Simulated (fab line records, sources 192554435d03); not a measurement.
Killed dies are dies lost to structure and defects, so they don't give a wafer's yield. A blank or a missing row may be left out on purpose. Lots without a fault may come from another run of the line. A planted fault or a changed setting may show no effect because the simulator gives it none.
Chamber matching | flow n5_finfet | N5_ILD0_LINER_00 on ald_sin-01: 4 sister chambers
The step material SiNx, target thk 4 nm, pulse time 1 s, purge time 2 s. 8 wafers are shown with their chamber, then 9 later ones without.

WAFERS WITH THEIR CHAMBER
wafer  | chamber | heater_power_w (W) | precursor_pulse_height_rel
L079.1 | 2       | 1002               | 1.001
L083.5 | 1       | 712                | 1.009
L085.1 | 1       | 687                | 0.990
L085.4 | 3       | 720                | 0.992
L085.5 | 0       | 723                | 0.998
L087.4 | 2       | 983                | 1.050
L087.5 | 3       | 707                | 0.986
L087.6 | 0       | 705                | 0.988

WAFERS WITHOUT THEIR CHAMBER
wafer  | heater_power_w (W) | precursor_pulse_height_rel
L088.2 | 738                | 0.995
L088.4 | 704                | 0.970
L088.6 | 701                | 1.021
L094.4 | 700                | 0.958
L094.5 | 724                | 0.987
L094.6 | 990                | 1.020
L096.1 | 747                | 1.000
L096.2 | 730                | 0.991
L096.3 | 1011               | 0.992

WHICH CHAMBER EACH WENT THROUGH
wafer  | from the rows above          | in truth
L088.2 | can't be placed: 0 or 3 or 1 | 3
L088.4 | can't be placed: 3 or 0 or 1 | 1
L088.6 | can't be placed: 1 or 0 or 3 | 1
L094.4 | can't be placed: 3 or 0 or 1 | 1
L094.5 | can't be placed: 3 or 0 or 1 | 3
L094.6 | 2                            | 2
L096.1 | can't be placed: 0 or 3 or 1 | 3
L096.2 | can't be placed: 0 or 3 or 1 | 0
L096.3 | 2                            | 2
Placed correctly: 2 of 9. Can't be placed from these rows: 7 (the true chamber is among the candidates in 7). Placed wrongly: 0.
How it was worked out, from the rows above alone: a wafer's distance from a chamber is the root of the sum, over the readings, of the square of ((its reading less the chamber's mean) divided by the reading's scatter). The wafer belongs to the nearest chamber; if the next one is less than 2 further off, it can't be placed. A chamber's mean is the mean of its shown wafers. The scatter: the root of (the sum of the squares of (reading less its chamber's mean) over the shown wafers, divided by (wafers less chambers)).
